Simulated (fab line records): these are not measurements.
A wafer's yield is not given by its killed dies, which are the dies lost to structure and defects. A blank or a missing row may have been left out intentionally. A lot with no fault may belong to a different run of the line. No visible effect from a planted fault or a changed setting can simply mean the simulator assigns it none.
Matching of chambers || flow n5_finfet || 4 sister chambers for N5_BEOL_M12_VIA_ETCH_16 on rie_diel-01
The step etches SiOC in C4F8/O2/Ar, target depth 724.8 nm. 7 wafers are shown with their chamber, then 8 later ones without.

WAFERS WITH THEIR CHAMBER
{"wafer": "L078.2", "chamber": 0, "throttle_valve_pct (%)": 23.90, "drypump_motor_current_A (A)": 5.5}
{"wafer": "L081.3", "chamber": 3, "throttle_valve_pct (%)": 24.54, "drypump_motor_current_A (A)": 5.8}
{"wafer": "L081.5", "chamber": 2, "throttle_valve_pct (%)": 23.68, "drypump_motor_current_A (A)": 5.8}
{"wafer": "L088.2", "chamber": 2, "throttle_valve_pct (%)": 23.69, "drypump_motor_current_A (A)": 5.9}
{"wafer": "L088.3", "chamber": 0, "throttle_valve_pct (%)": 23.91, "drypump_motor_current_A (A)": 5.5}
{"wafer": "L088.6", "chamber": 1, "throttle_valve_pct (%)": 23.98, "drypump_motor_current_A (A)": 6.1}
{"wafer": "L089.1", "chamber": 1, "throttle_valve_pct (%)": 24.00, "drypump_motor_current_A (A)": 6.0}

WAFERS WHOSE CHAMBER IS MISSING
{"wafer": "L089.2", "throttle_valve_pct (%)": 24.56, "drypump_motor_current_A (A)": 5.7}
{"wafer": "L089.4", "throttle_valve_pct (%)": 23.92, "drypump_motor_current_A (A)": 5.6}
{"wafer": "L092.3", "throttle_valve_pct (%)": 24.58, "drypump_motor_current_A (A)": 5.8}
{"wafer": "L092.4", "throttle_valve_pct (%)": 23.92, "drypump_motor_current_A (A)": 5.5}
{"wafer": "L092.5", "throttle_valve_pct (%)": 24.00, "drypump_motor_current_A (A)": 6.1}
{"wafer": "L095.3", "throttle_valve_pct (%)": 23.70, "drypump_motor_current_A (A)": 5.9}
{"wafer": "L095.4", "throttle_valve_pct (%)": 23.91, "drypump_motor_current_A (A)": 5.5}
{"wafer": "L095.5", "throttle_valve_pct (%)": 24.02, "drypump_motor_current_A (A)": 6.1}

THE CHAMBER EACH PASSED THROUGH
{"wafer": "L089.2", "from the rows above": 3, "in truth": 3}
{"wafer": "L089.4", "from the rows above": 0, "in truth": 0}
{"wafer": "L092.3", "from the rows above": 3, "in truth": 3}
{"wafer": "L092.4", "from the rows above": 0, "in truth": 0}
{"wafer": "L092.5", "from the rows above": 1, "in truth": 1}
{"wafer": "L095.3", "from the rows above": 2, "in truth": 2}
{"wafer": "L095.4", "from the rows above": 0, "in truth": 0}
{"wafer": "L095.5", "from the rows above": 1, "in truth": 1}
Correct placement for 8 of the 8. From these rows, 0 cannot be placed. Number placed wrongly: 0.
How it was worked out, from the rows above alone: a wafer's distance from a chamber is the root of the sum, over the readings, of the square of ((its reading less the chamber's mean) divided by the reading's scatter). If the next closest chamber is less than 2 further off than the closest, the wafer can't be placed; otherwise it belongs to the closest. The mean given for a chamber averages the wafers shown for that chamber. The scatter is the square root of a quotient: the sum, over the shown wafers, of each reading's squared deviation from its chamber's mean, divided by wafers minus chambers.
